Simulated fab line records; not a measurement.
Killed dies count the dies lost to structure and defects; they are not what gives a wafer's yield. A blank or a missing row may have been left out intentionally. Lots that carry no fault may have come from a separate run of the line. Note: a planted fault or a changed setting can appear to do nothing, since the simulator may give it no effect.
fab line records	flow nand-harc
record lots=24	wafers=72	last-day=24
route steps=1159 shown A_BLC@978 A_M0@1011 A_M1@1041 A_BONDPAD@1085 THIN_TSV@1120
lots that met no fault: from a run of the same line without faults
start-h: hours from the record's opening day to when the first of the lot's shown wafers began	wait-h: hours from the lot's prior step to this one	" same as the row above	L1.1+2: a single row standing in for several wafers	- value missing, or start not given	* or withheld: withheld	< > ~ a bound
route shown NAME@n: names a module that has steps shown in the file, with the first one's number in the route	usual: mean/standard deviation of fault-free wafers	same: alike in all rows	chamber/n: place in a boat	sites: the reading at each site	_std_site: the standard deviation of these	_edge_site: the outer-site mean with the inner-site mean subtracted	radius-mm: how far each site lies from the wafer's centre	mask NAME#n: copy n	behind: the tool/chamber that last shaped the wafer	hold: what put the lot on hold/how long, in hours/how the hold closed	device: names the non-switching transistor (n, p or np)	end of line: tests of these same wafers at the route's end	for a step that has no rows: nothing shown but its recipe	killed: dies that structure and defects cost at the first sort, which is not the same as the wafer's yield	map: shows each die of a wafer: x if killed, . if not, _ if none is there
set.NAME: the setting the step ran with; set.NAME@STEP: the setting that earlier step ran with	model.NAME: the simulator's own value behind a step, which no gauge read
the route's steps for a sample of lots (tables are steps, rows are wafers)
services: when a tool's chamber went out of use (start-h, in hours from the record's first day, below 0 if earlier), for how many hours, and the reason
## steps
# step NHARC_A_BLC_ETCH_16
# recipe target-depth-a=390	over-etch-frac=0.3	time-s=65	ion-energy-ev=80	cf4-flow-sccm=150	ar-flow-sccm=0	rf-w=300	bias-w=100	chemistry=CF4
# usual drypump-motor-current-A=5.7/0.45	oes-product-au=0.999/0.015	rf-vpp-V=151.1/1.2	showerhead-plenum-p-Torr=1.76/0.067	throttle-valve-pct=13.284/0.0093
lot.wafer	tool	chamber	start-h	wait-h	drypump-motor-current-A	oes-product-au	rf-hours-counter-h	rf-vpp-V	showerhead-plenum-p-Torr	throttle-valve-pct
L075.3	rie-diel-13	2	397.73	0.1	6.5	0.977	9	150.2	1.66	13.282
L075.1	"	3	"	"	5.9	1.006	9	150.6	1.73	13.269
L075.6	"	2	"	"	6.5	0.988	-	150.7	1.66	13.306
L074.2	rie-diel-02	0	398.40	0.1	6.3	0.997	23	151.6	1.72	13.276
L074.3	"	2	"	"	5.7	1.012	25	148.9	1.68	13.284
L074.5	"	0	"	"	6.3	1.020	-	150.0	1.72	13.280
L077.3	rie-diel-02	0	401.47	0.3	6.3	0.994	24	150.7	1.72	13.293
L077.5	"	2	"	"	5.7	1.006	-	151.5	1.68	13.284
L077.6	"	3	"	"	4.9	1.017	-	151.0	1.79	13.273
L078.1	rie-diel-03	3	402.89	0.1	5.6	1.005	0	152.0	1.74	13.275
L078.4	"	1	"	"	5.0	1.008	0	151.0	1.75	13.287
L078.5	"	2	"	"	5.6	0.970	-	152.4	1.81	13.292
L079.4	rie-diel-03	2	408.62	0.1	5.6	0.957	1	152.2	1.81	13.289
L079.5	"	0	"	"	5.9	1.012	-	152.1	1.83	13.295
L079.6	"	1	"	"	4.9	0.999	-	150.9	1.75	13.285
L076.3	rie-diel-03	3	412.32	0.1	5.6	0.990	2	151.0	1.74	13.278
L076.4	"	0	"	"	5.9	1.005	2	151.3	1.83	13.286
L076.2	"	2	"	"	5.6	0.959	1	152.2	1.81	13.290
L080.4	rie-diel-13	0	417.21	0.1	6.0	1.001	10	151.5	1.65	13.280
L080.2	"	1	"	"	6.3	0.987	10	153.2	1.88	13.284
L080.5	"	1	"	"	6.2	0.992	-	151.7	1.88	13.279
L081.2	rie-diel-02	3	431.70	0.1	4.9	1.004	38	151.7	1.79	13.284
L081.5	"	1	"	"	5.7	0.995	-	150.7	1.78	13.268
L081.6	"	2	"	"	5.7	1.015	-	149.6	1.68	13.288
L084.1	rie-diel-13	0	442.22	0.1	6.0	1.000	12	149.7	1.65	13.287
L084.6	"	0	"	"	6.0	0.996	-	150.4	1.65	13.289
L084.5	"	1	"	"	6.2	0.990	-	151.7	1.88	13.283
L082.4	rie-diel-03	0	444.24	0.1	5.8	1.003	6	152.1	1.82	13.290
L082.1	"	1	"	"	4.9	0.994	6	151.7	1.75	13.268
L082.5	"	0	"	"	5.9	1.007	-	151.2	1.82	13.298
L083.1	rie-diel-03	1	455.10	0.1	4.9	1.000	7	150.4	1.75	13.268
L083.3	"	2	"	"	5.6	0.961	7	151.7	1.81	13.304
L083.5	"	3	"	"	5.6	1.002	-	149.6	1.74	13.273
L087.3	rie-diel-03	2	461.86	0.1	5.6	0.974	7	151.6	1.81	13.280
L087.1	"	3	"	"	5.6	1.008	7	150.3	1.74	13.288
L087.5	"	2	"	"	5.6	0.970	-	151.9	1.81	13.284
L085.3	rie-diel-03	1	463.12	0.1	5.0	1.002	7	152.9	1.75	13.279
L085.1	"	0	"	"	5.8	0.999	7	151.0	1.82	13.272
L085.5	"	2	"	"	5.6	0.971	-	151.8	1.81	13.285
L086.1	rie-diel-02	1	466.19	0.1	5.7	1.002	48	151.9	1.77	13.297
L086.5	"	1	"	"	5.7	1.006	-	151.4	1.77	13.272
L086.6	"	2	"	"	5.7	1.006	-	149.4	1.67	13.288
L088.1	rie-diel-13	3	478.52	0.1	5.9	0.990	1	150.1	1.73	13.282
L088.5	"	0	"	"	6.0	1.005	-	149.8	1.64	13.275
L088.4	"	3	"	"	5.9	0.983	-	150.6	1.73	13.280
L089.4	rie-diel-03	1	479.79	0.1	4.9	1.009	10	150.5	1.75	13.284
L089.3	"	3	"	"	5.6	1.007	10	149.9	1.74	13.303
L089.5	"	1	"	"	5.0	1.004	-	152.0	1.75	13.278
L090.1	rie-diel-13	3	480.53	0.1	5.9	1.000	2	149.9	1.73	13.277
L090.3	"	0	"	"	6.0	1.010	2	149.0	1.64	13.277
L090.5	"	3	"	"	5.9	0.989	-	151.9	1.73	13.291
L091.3	rie-diel-03	1	492.90	0.1	4.9	1.010	11	149.3	1.75	13.288
L091.1	"	2	"	"	5.6	0.974	12	150.8	1.81	13.293
L091.6	"	1	"	"	5.0	1.002	-	150.0	1.75	13.295
L094.1	rie-diel-13	2	499.59	0.1	6.5	1.003	3	150.4	1.66	13.293
L094.3	"	3	"	"	5.9	1.002	4	150.3	1.73	13.295
L094.6	"	2	"	"	6.4	1.004	-	150.8	1.66	13.294
L092.2	rie-diel-13	0	502.70	0.1	6.0	1.011	4	149.6	1.64	13.281
L092.1	"	1	"	"	6.2	1.013	4	152.5	1.88	13.290
L092.6	"	3	"	"	5.8	0.986	-	152.3	1.73	13.285
L093.4	rie-diel-03	1	503.44	0.1	4.9	1.001	12	151.9	1.75	13.289
L093.3	"	3	"	"	5.6	1.018	11	151.5	1.74	13.283
L093.6	"	2	"	"	5.6	0.970	-	152.6	1.81	13.280
L096.2	rie-diel-03	0	510.46	0.1	5.9	0.988	12	151.5	1.82	13.291
L096.1	"	2	"	"	5.6	0.969	13	150.7	1.81	13.286
L096.5	"	3	"	"	5.6	1.016	-	151.7	1.74	13.268
L095.4	rie-diel-13	0	512.70	0.1	6.0	1.003	6	150.3	1.64	13.276
L095.6	"	2	"	"	6.4	0.986	-	148.0	1.66	13.275
L095.5	"	3	"	"	5.9	0.994	-	152.8	1.73	13.281
L097.1	rie-diel-03	1	530.53	0.1	4.9	1.012	16	151.7	1.75	13.283
L097.2	"	0	"	"	5.9	0.998	15	152.1	1.82	13.286
L097.5	"	1	"	"	4.9	1.012	-	150.0	1.75	13.288
# step NHARC_A_M0_STRIP_18
# recipe power-w=1000	n2-flow-sccm=150	h2-flow-sccm=150	ar-flow-sccm=0	bias-w=0	chemistry=N2/H2
# usual drypump-motor-current-A=5.7/0.3	oes-product-au=0.996/0.01	rf-vpp-V=90.5/1.1	showerhead-plenum-p-Torr=2.03/0.11	throttle-valve-pct=14.172/0.0091
lot.wafer	tool	chamber	start-h	wait-h	drypump-motor-current-A	oes-product-au	rf-hours-counter-h	rf-vpp-V	showerhead-plenum-p-Torr	throttle-valve-pct
L075.1	rie-diel-04	2	402.29	0.1	6.0	0.996	6	90.5	1.98	14.168
L075.3	"	1	"	"	5.7	0.991	9	89.1	1.96	14.172
L075.6	"	3	"	"	6.0	1.002	-	92.4	2.11	14.163
L074.2	rie-diel-06	2	402.78	0.1	5.4	0.985	13	92.0	2.20	14.193
L074.3	"	3	"	"	5.8	0.992	13	90.8	1.99	14.172
L074.5	"	1	"	"	6.1	0.980	-	90.2	1.95	14.172
L077.3	rie-diel-04	0	405.92	0.1	5.8	0.999	7	92.4	2.12	14.163
L077.5	"	1	"	"	5.7	0.991	-	91.1	1.96	14.173
L077.6	"	2	"	"	6.0	0.992	-	89.0	1.98	14.158
L078.1	rie-diel-04	3	407.64	0.1	6.0	1.000	7	92.5	2.11	14.167
L078.4	"	0	"	"	5.8	0.997	-	90.9	2.12	14.182
L078.5	"	1	"	"	5.7	0.992	-	90.5	1.96	14.167
L079.4	rie-diel-04	3	413.55	0.2	6.0	1.006	-	92.0	2.11	14.181
L079.6	"	0	"	"	5.7	1.015	-	90.8	2.12	14.170
L079.5	"	1	"	"	5.7	0.993	-	90.8	1.96	14.168
L076.4	rie-diel-07	2	416.59	0.1	5.7	0.990	0	88.1	1.91	14.147
L076.3	"	3	"	"	5.6	0.998	0	89.6	1.93	14.175
L076.2	"	0	"	"	5.7	0.988	0	89.6	1.91	14.171
L080.2	rie-diel-07	0	422.75	0.1	5.7	0.983	1	88.5	1.91	14.169
L080.4	"	1	"	"	5.0	1.020	-	91.5	2.19	14.180
L080.5	"	0	"	"	5.7	0.992	-	90.6	1.91	14.177
L081.2	rie-diel-06	2	441.68	0.1	5.5	1.006	1	91.8	2.20	14.159
L081.5	"	0	"	"	6.1	1.001	-	91.1	2.15	14.164
L081.6	"	1	"	"	6.1	0.997	-	89.8	1.95	14.185
L084.1	rie-diel-04	0	446.67	0.1	5.7	0.993	11	89.9	2.11	14.187
L084.5	"	1	"	"	5.7	0.980	-	91.3	1.96	14.178
L084.6	"	0	"	"	5.8	0.993	-	92.1	2.11	14.177
L082.1	rie-diel-07	2	455.05	0.1	5.6	1.000	5	88.9	1.91	14.176
L082.4	"	3	"	"	5.6	1.010	3	91.5	1.93	14.164
L082.5	"	3	"	"	5.6	0.997	-	90.7	1.93	14.180
L083.1	rie-diel-07	0	461.74	0.1	5.7	0.983	6	88.6	1.91	14.171
L083.3	"	2	"	"	5.6	0.989	6	91.4	1.90	14.165
L083.5	"	1	"	"	5.0	1.023	-	92.1	2.19	14.179
L087.1	rie-diel-06	3	466.36	0.1	5.8	1.006	3	90.2	1.99	14.174
L087.3	"	0	"	"	6.1	1.006	4	90.4	2.15	14.181
L087.5	"	2	"	"	5.4	0.984	-	91.0	2.20	14.174
L085.3	rie-diel-07	2	467.39	0.1	5.6	0.995	6	90.4	1.90	14.166
L085.1	"	3	"	"	5.5	1.002	4	89.6	1.93	14.179
L085.5	"	3	"	"	5.5	1.005	-	90.3	1.93	14.184
L086.1	rie-diel-06	2	470.44	0.1	5.4	0.985	3	90.9	2.20	14.170
L086.5	"	1	"	"	6.1	0.988	-	89.1	1.95	14.165
L086.6	"	2	"	"	5.5	0.990	-	91.9	2.20	14.172
L088.4	rie-diel-04	1	493.50	0.1	5.7	0.985	1	89.4	1.96	14.167
L088.1	"	3	"	"	6.0	0.996	1	91.3	2.11	14.171
L088.5	"	2	"	"	6.0	0.975	-	89.7	1.98	14.167
L089.4	rie-diel-07	2	493.94	0.1	5.7	0.998	8	89.5	1.90	14.178
L089.3	"	3	"	"	5.6	0.998	6	88.1	1.93	14.166
L089.5	"	1	"	"	5.0	0.993	-	92.4	2.19	14.169
L090.1	rie-diel-04	3	494.14	0.1	6.0	0.993	1	89.8	2.11	14.155
L090.3	"	1	"	"	5.7	1.002	1	89.6	1.96	14.172
L090.5	"	3	"	"	6.0	0.987	-	90.2	2.11	14.178
L091.3	rie-diel-07	1	498.92	0.1	5.0	1.000	8	91.7	2.19	14.159
L091.1	"	2	"	"	5.6	0.994	8	88.4	1.90	14.165
L091.6	"	2	"	"	5.6	0.993	-	90.6	1.90	14.169
L094.1	rie-diel-04	2	504.51	0.1	6.0	1.013	2	91.1	1.98	14.175
L094.3	"	0	"	"	5.8	0.994	2	91.7	2.11	14.170
L094.6	"	2	"	"	6.0	1.002	-	90.0	1.98	14.175
L092.2	rie-diel-07	2	506.94	0.1	5.6	0.992	9	89.1	1.90	14.167
L092.1	"	3	"	"	5.5	0.993	7	90.1	1.93	14.179
L092.6	"	3	"	"	5.6	1.000	-	91.2	1.93	14.171
L093.4	rie-diel-07	1	507.87	0.1	5.0	1.002	9	93.3	2.19	14.162
L093.3	"	3	"	"	5.6	0.996	7	91.9	1.93	14.177
L093.6	"	1	"	"	5.0	1.005	-	91.4	2.19	14.163
L096.2	rie-diel-04	0	521.57	0.1	5.7	0.978	3	90.4	2.11	14.170
L096.1	"	3	"	"	6.0	1.000	3	92.3	2.11	14.185
L096.5	"	1	"	"	5.7	0.985	-	88.9	1.96	14.187
L095.6	rie-diel-06	3	522.07	0.2	5.8	0.997	-	89.3	1.99	14.162
L095.5	"	0	"	"	6.2	1.010	-	92.2	2.15	14.166
L095.4	"	1	"	"	6.1	0.980	-	90.6	1.94	14.176
L097.2	rie-diel-06	2	534.84	0.1	5.5	0.984	6	91.9	2.20	14.176
L097.1	"	1	"	"	6.1	0.988	9	88.8	1.94	14.163
L097.5	"	2	"	"	5.5	0.987	-	91.5	2.20	14.175
# step NHARC_A_M1_ETCH_15
# recipe target-depth-a=1825	time-s=91.2	c4f8-flow-sccm=withheld	ar-flow-sccm=400	rf-w=600	bias-w=300	chemistry=C4F8/Ar
# usual oes-product-au=0.948/0.026	rf-vpp-V=440.7/2.5
lot.wafer	tool	chamber	start-h	wait-h	oes-product-au	rf-hours-counter-h	rf-vpp-V
L075.3	rie-diel-09	0	-	-	0.940	8	437.2
L075.1	"	1	"	"	0.928	10	442.8
L075.6	"	0	"	"	0.926	-	437.9
L074.2	rie-diel-09	2	-	-	0.984	11	437.1
L074.3	"	0	"	"	0.969	8	438.5
L074.5	"	2	"	"	0.973	-	436.7
L077.3	rie-diel-10	0	-	-	0.958	1	444.8
L077.5	"	3	"	"	0.969	-	440.5
L077.6	"	0	"	"	0.955	-	444.7
L078.4	rie-diel-01	1	-	-	0.884	6	441.4
L078.1	"	3	"	"	0.916	6	440.8
L078.5	"	0	"	"	0.960	-	444.4
L079.4	rie-diel-09	1	-	-	0.974	10	445.7
L079.6	"	2	"	"	0.982	-	437.3
L079.5	"	3	"	"	0.964	-	442.1
L076.2	rie-diel-01	3	-	-	0.908	6	438.3
L076.3	"	1	"	"	0.886	6	440.4
L076.4	"	2	"	"	0.927	5	440.2
L080.2	rie-diel-01	3	-	-	0.913	6	440.6
L080.4	"	0	"	"	0.960	7	443.7
L080.5	"	0	"	"	0.956	-	443.8
L081.2	rie-diel-01	2	-	-	0.977	7	439.9
L081.6	"	0	"	"	1.017	-	442.9
L081.5	"	1	"	"	0.930	-	439.8
L084.1	rie-diel-01	2	-	-	0.964	8	441.2
L084.6	"	1	"	"	0.909	-	439.4
L084.5	"	2	"	"	0.971	-	439.1
L082.1	rie-diel-10	0	-	-	0.930	2	442.9
L082.4	"	1	"	"	0.934	3	440.7
L082.5	"	1	"	"	0.909	-	440.2
L083.3	rie-diel-09	2	-	-	0.911	2	435.5
L083.1	"	0	"	"	0.944	2	436.1
L083.5	"	1	"	"	0.906	-	444.8
L087.1	rie-diel-09	3	-	-	0.966	2	441.8
L087.3	"	0	"	"	0.996	3	436.6
L087.5	"	1	"	"	0.949	-	442.2
L085.3	rie-diel-10	3	-	-	0.915	3	441.3
L085.1	"	0	"	"	0.928	3	443.5
L085.5	"	3	"	"	0.921	-	441.8
L086.1	rie-diel-09	2	-	-	0.974	2	437.3
L086.6	"	2	"	"	0.970	-	436.1
L086.5	"	3	"	"	0.947	-	441.9
L088.1	rie-diel-10	0	-	-	0.948	3	443.3
L088.4	"	1	"	"	0.950	3	441.5
L088.5	"	0	"	"	0.953	-	444.4
L089.4	rie-diel-10	1	-	-	0.930	3	441.1
L089.3	"	3	"	"	0.922	3	440.7
L089.5	"	1	"	"	0.932	-	441.7
L090.3	rie-diel-09	1	-	-	0.956	5	444.3
L090.1	"	0	"	"	0.967	5	439.0
L090.5	"	1	"	"	0.969	-	443.2
L091.3	rie-diel-09	0	-	-	0.981	5	438.3
L091.1	"	1	"	"	0.942	5	444.7
L091.6	"	0	"	"	0.984	-	437.5
L094.1	rie-diel-01	0	-	-	0.958	0	444.0
L094.3	"	3	"	"	0.960	0	440.2
L094.6	"	0	"	"	0.969	-	442.9
L092.1	rie-diel-01	2	-	-	0.954	0	439.7
L092.2	"	3	"	"	0.965	0	439.3
L092.6	"	2	"	"	0.968	-	440.1
L093.4	rie-diel-01	1	-	-	0.976	1	439.7
L093.3	"	2	"	"	0.973	1	440.3
L093.6	"	1	"	"	0.967	-	439.1
L096.1	rie-diel-10	0	-	-	0.931	4	443.5
L096.2	"	1	"	"	0.926	4	441.9
L096.5	"	1	"	"	0.934	-	438.6
L095.4	rie-diel-10	0	-	-	0.980	4	444.0
L095.6	"	0	"	"	0.980	-	442.6
L095.5	"	1	"	"	0.958	-	441.6
L097.2	rie-diel-09	3	-	-	0.927	7	442.2
L097.1	"	1	"	"	0.913	8	444.2
L097.5	"	3	"	"	0.911	-	441.7
# step NHARC_A_M1_DEGAS_29
# recipe temp-c=250	time-s=60
# usual heater-power-w=313/35
lot.wafer	tool	chamber	start-h	wait-h	heater-power-w
L075.1	pvd-sputter-01	-	407.34	-	261
L075.3	"	-	"	"	292
L075.6	"	-	"	"	267
L074.3	pvd-sputter-03	-	408.43	-	320
L074.2	"	-	"	"	299
L074.5	"	-	"	"	347
L077.3	pvd-sputter-02	-	410.81	-	290
L077.5	"	-	"	"	292
L077.6	"	-	"	"	322
L078.4	pvd-sputter-01	-	412.48	-	273
L078.1	"	-	"	"	417
L078.5	"	-	"	"	289
L079.4	pvd-sputter-01	-	418.31	-	279
L079.6	"	-	"	"	288
L079.5	"	-	"	"	282
L076.2	pvd-sputter-03	-	421.30	-	337
L076.3	"	-	"	"	304
L076.4	"	-	"	"	294
L080.2	pvd-sputter-01	-	427.34	-	281
L080.4	"	-	"	"	400
L080.5	"	-	"	"	269
L081.2	pvd-sputter-03	-	446.54	-	288
L081.6	"	-	"	"	323
L081.5	"	-	"	"	349
L084.1	pvd-sputter-03	-	451.24	-	332
L084.5	"	-	"	"	322
L084.6	"	-	"	"	339
L082.4	pvd-sputter-02	-	459.79	-	322
L082.1	"	-	"	"	283
L082.5	"	-	"	"	279
L083.3	pvd-sputter-02	-	466.33	-	289
L083.1	"	-	"	"	317
L083.5	"	-	"	"	278
L087.1	pvd-sputter-01	-	471.20	-	418
L087.3	"	-	"	"	291
L087.5	"	-	"	"	291
L085.3	pvd-sputter-01	-	472.19	-	284
L085.1	"	-	"	"	410
L085.5	"	-	"	"	290
L086.1	pvd-sputter-01	-	475.03	-	286
L086.6	"	-	"	"	401
L086.5	"	-	"	"	288
L089.4	pvd-sputter-01	-	498.86	-	265
L089.3	"	-	"	"	285
L089.5	"	-	"	"	261
L088.1	pvd-sputter-02	-	498.94	-	306
L088.4	"	-	"	"	325
L088.5	"	-	"	"	328
L090.3	pvd-sputter-03	-	499.05	-	332
L090.1	"	-	"	"	335
L090.5	"	-	"	"	301
L091.1	pvd-sputter-02	-	503.72	-	322
L091.3	"	-	"	"	280
L091.6	"	-	"	"	294
L094.3	pvd-sputter-03	-	509.26	-	343
L094.1	"	-	"	"	327
L094.6	"	-	"	"	332
L092.2	pvd-sputter-03	-	511.74	-	303
L092.1	"	-	"	"	323
L092.6	"	-	"	"	302
L093.3	pvd-sputter-03	-	512.61	-	300
L093.4	"	-	"	"	339
L093.6	"	-	"	"	324
L096.1	pvd-sputter-03	-	526.18	-	325
L096.2	"	-	"	"	308
L096.5	"	-	"	"	331
L095.4	pvd-sputter-02	-	526.78	-	329
L095.5	"	-	"	"	291
L095.6	"	-	"	"	323
L097.2	pvd-sputter-03	-	539.86	-	329
L097.1	"	-	"	"	329
L097.5	"	-	"	"	328
# step NHARC_A_BONDPAD_PVD_27
# recipe target-thk-a=300	chamber-pressure-pa=5	power-w=5000	substrate-temp-c=30	time-s=20.49	material=Cu
# usual throttle-valve-pct=30.0/0.98
lot.wafer	tool	chamber	start-h	wait-h	throttle-valve-pct
L075.3	pvd-sputter-02	-	-	-	29.9
L075.1	"	-	"	"	29.1
L075.6	"	-	"	"	28.8
L074.2	pvd-sputter-02	-	-	-	29.6
L074.3	"	-	"	"	28.4
L074.5	"	-	"	"	29.1
L077.3	pvd-sputter-03	-	-	-	30.7
L077.5	"	-	"	"	30.7
L077.6	"	-	"	"	30.0
L078.1	pvd-sputter-02	-	-	-	29.8
L078.4	"	-	"	"	28.4
L078.5	"	-	"	"	29.9
L079.4	pvd-sputter-01	-	-	-	30.6
L079.6	"	-	"	"	30.4
L079.5	"	-	"	"	30.7
L076.3	pvd-sputter-02	-	-	-	29.5
L076.2	"	-	"	"	29.7
L076.4	"	-	"	"	29.2
L080.2	pvd-sputter-02	-	-	-	30.0
L080.4	"	-	"	"	29.1
L080.5	"	-	"	"	29.5
L081.2	pvd-sputter-03	-	-	-	29.6
L081.5	"	-	"	"	30.0
L081.6	"	-	"	"	30.4
L084.1	pvd-sputter-01	-	-	-	30.4
L084.5	"	-	"	"	30.7
L084.6	"	-	"	"	29.6
L082.4	pvd-sputter-01	-	-	-	31.0
L082.1	"	-	"	"	30.3
L082.5	"	-	"	"	29.5
L083.3	pvd-sputter-01	-	-	-	29.4
L083.1	"	-	"	"	30.8
L083.5	"	-	"	"	29.4
L087.3	pvd-sputter-03	-	-	-	29.3
L087.1	"	-	"	"	30.0
L087.5	"	-	"	"	30.3
L085.1	pvd-sputter-03	-	-	-	30.1
L085.3	"	-	"	"	29.0
L085.5	"	-	"	"	30.8
L086.1	pvd-sputter-03	-	-	-	29.9
L086.5	"	-	"	"	30.1
L086.6	"	-	"	"	29.1
L089.3	pvd-sputter-03	-	-	-	30.5
L089.4	"	-	"	"	29.0
L089.5	"	-	"	"	30.3
L088.1	pvd-sputter-01	-	-	-	32.1
L088.4	"	-	"	"	30.6
L088.5	"	-	"	"	32.1
L090.1	pvd-sputter-03	-	-	-	29.2
L090.3	"	-	"	"	31.2
L090.5	"	-	"	"	29.0
L091.3	pvd-sputter-01	-	-	-	29.4
L091.1	"	-	"	"	32.0
L091.6	"	-	"	"	29.6
L094.1	pvd-sputter-02	-	-	-	28.1
L094.3	"	-	"	"	29.5
L094.6	"	-	"	"	29.2
L092.2	pvd-sputter-03	-	-	-	30.1
L092.1	"	-	"	"	30.0
L092.6	"	-	"	"	31.0
L093.3	pvd-sputter-02	-	-	-	29.7
L093.4	"	-	"	"	29.3
L093.6	"	-	"	"	28.8
L096.2	pvd-sputter-01	-	-	-	30.6
L096.1	"	-	"	"	31.0
L096.5	"	-	"	"	32.5
L095.4	pvd-sputter-03	-	-	-	30.4
L095.6	"	-	"	"	30.2
L095.5	"	-	"	"	29.0
L097.2	pvd-sputter-02	-	-	-	28.8
L097.1	"	-	"	"	29.6
L097.5	"	-	"	"	29.1
# step NHARC_THIN_TSV_ETCH_15
# recipe target-depth-a=30000	bosch-target-overetch-cycles=2	bosch-etch-step-s=2.8	bosch-dep-step-s=1.2	bosch-cycles=14
# usual drypump-motor-current-A=5.7/0.43
# same bosch-dep-step-s=1.2
lot.wafer	tool	chamber	start-h	wait-h	drypump-motor-current-A	rf-hours-counter-h
L075.1	rie-si-06	2	428.45	-	6.1	0.5
L075.3	"	3	"	"	5.8	0.5
L075.6	"	2	"	"	6.1	-
L074.2	rie-si-02	2	429.68	-	5.5	0.3
L074.3	"	1	"	"	5.8	0.3
L074.5	"	2	"	"	5.5	-
L078.1	rie-si-01	2	430.81	-	5.6	1.2
L078.4	"	0	"	"	5.8	1.2
L078.5	"	2	"	"	5.6	-
L077.3	rie-si-02	0	432.25	-	5.7	0.3
L077.5	"	0	"	"	5.7	-
L077.6	"	1	"	"	5.8	-
L079.4	rie-si-02	2	440.92	-	5.5	0.4
L079.5	"	0	"	"	5.7	-
L079.6	"	1	"	"	5.8	-
L076.3	rie-si-06	1	441.98	-	4.9	0.7
L076.2	"	2	"	"	6.1	0.7
L076.4	"	3	"	"	5.8	0.6
L080.4	rie-si-01	1	449.01	-	6.3	1.4
L080.2	"	0	"	"	5.8	1.3
L080.5	"	1	"	"	6.3	-
L081.2	rie-si-06	3	467.47	-	5.8	0.8
L081.6	"	2	"	"	6.1	-
L081.5	"	3	"	"	5.8	-
L084.1	rie-si-01	1	471.74	-	6.3	1.6
L084.6	"	1	"	"	6.3	-
L084.5	"	2	"	"	5.6	-
L082.1	rie-si-06	3	482.12	-	5.8	0.9
L082.4	"	1	"	"	4.9	1.1
L082.5	"	3	"	"	5.8	-
L083.1	rie-si-06	0	486.42	-	5.5	1.2
L083.3	"	2	"	"	6.1	1.1
L083.5	"	0	"	"	5.5	-
L087.3	rie-si-01	0	491.79	-	5.8	0.0
L087.1	"	1	"	"	6.3	0.0
L087.5	"	3	"	"	5.0	-
L085.1	rie-si-01	3	493.01	-	5.0	0.1
L085.3	"	1	"	"	6.4	0.0
L085.5	"	3	"	"	5.1	-
L086.1	rie-si-06	3	494.22	-	5.8	1.2
L086.5	"	1	"	"	4.9	-
L086.6	"	2	"	"	6.1	-
L089.4	rie-si-06	3	521.48	-	5.8	1.3
L089.3	"	1	"	"	4.9	1.5
L089.5	"	3	"	"	5.8	-
L088.4	rie-si-02	3	522.82	-	6.1	1.0
L088.1	"	0	"	"	5.7	1.1
L088.5	"	0	"	"	5.7	-
L090.3	rie-si-06	2	523.86	-	6.1	1.4
L090.1	"	3	"	"	5.8	1.3
L090.5	"	3	"	"	5.8	-
L091.3	rie-si-01	3	525.08	-	5.0	0.4
L091.1	"	0	"	"	5.9	0.2
L091.6	"	2	"	"	5.6	-
L093.3	rie-si-02	3	532.77	-	6.1	1.1
L093.4	"	0	"	"	5.7	1.1
L093.6	"	2	"	"	5.5	-
L094.1	rie-si-06	0	533.84	-	5.5	1.5
L094.3	"	3	"	"	5.8	1.4
L094.6	"	1	"	"	4.9	-
L092.2	rie-si-02	3	535.22	-	6.1	1.1
L092.1	"	1	"	"	5.8	1.2
L092.6	"	2	"	"	5.5	-
L095.4	rie-si-06	0	546.28	-	5.5	0.0
L095.5	"	0	"	"	5.5	-
L095.6	"	1	"	"	4.9	-
L096.1	rie-si-06	2	547.46	-	6.2	0.0
L096.2	"	1	"	"	4.9	0.1
L096.5	"	2	"	"	6.1	-
L097.2	rie-si-01	2	560.03	-	5.6	0.5
L097.1	"	0	"	"	5.9	0.6
L097.5	"	2	"	"	5.6	-
## services
tool	chamber	start-h	hours	kind
rie-diel-04	2	384.16	13.6	repair
rie-diel-03	0	387.72	3.5	repair
pvd-sputter-02	-	392.00	10.0	pm
rie-diel-03	-	392.44	9.0	pm
rie-diel-09	3	396.25	8.2	repair
rie-diel-04	2	407.51	9.3	repair
rie-diel-07	3	418.76	12.8	repair
rie-diel-09	-	430.05	0.3	repair
rie-diel-09	-	431.10	9.0	pm
rie-si-06	3	432.74	6.8	repair
rie-diel-04	3	443.74	6.8	repair
pvd-sputter-01	-	445.54	6.2	repair
rie-diel-13	-	453.00	9.0	pm
pvd-sputter-03	-	458.00	10.0	pm
rie-si-06	2	465.29	1.5	repair
rie-diel-13	2	470.62	8.9	repair
pvd-sputter-01	-	509.78	9.3	repair
rie-diel-09	3	514.92	4.3	repair
rie-diel-07	-	518.19	0.7	repair
rie-diel-07	0	521.37	2.6	repair
rie-diel-04	1	528.31	2.9	repair
rie-diel-04	3	530.29	13.1	repair
rie-si-06	-	537.00	9.0	pm
pvd-sputter-01	-	544.49	4.9	repair
## key
fault none
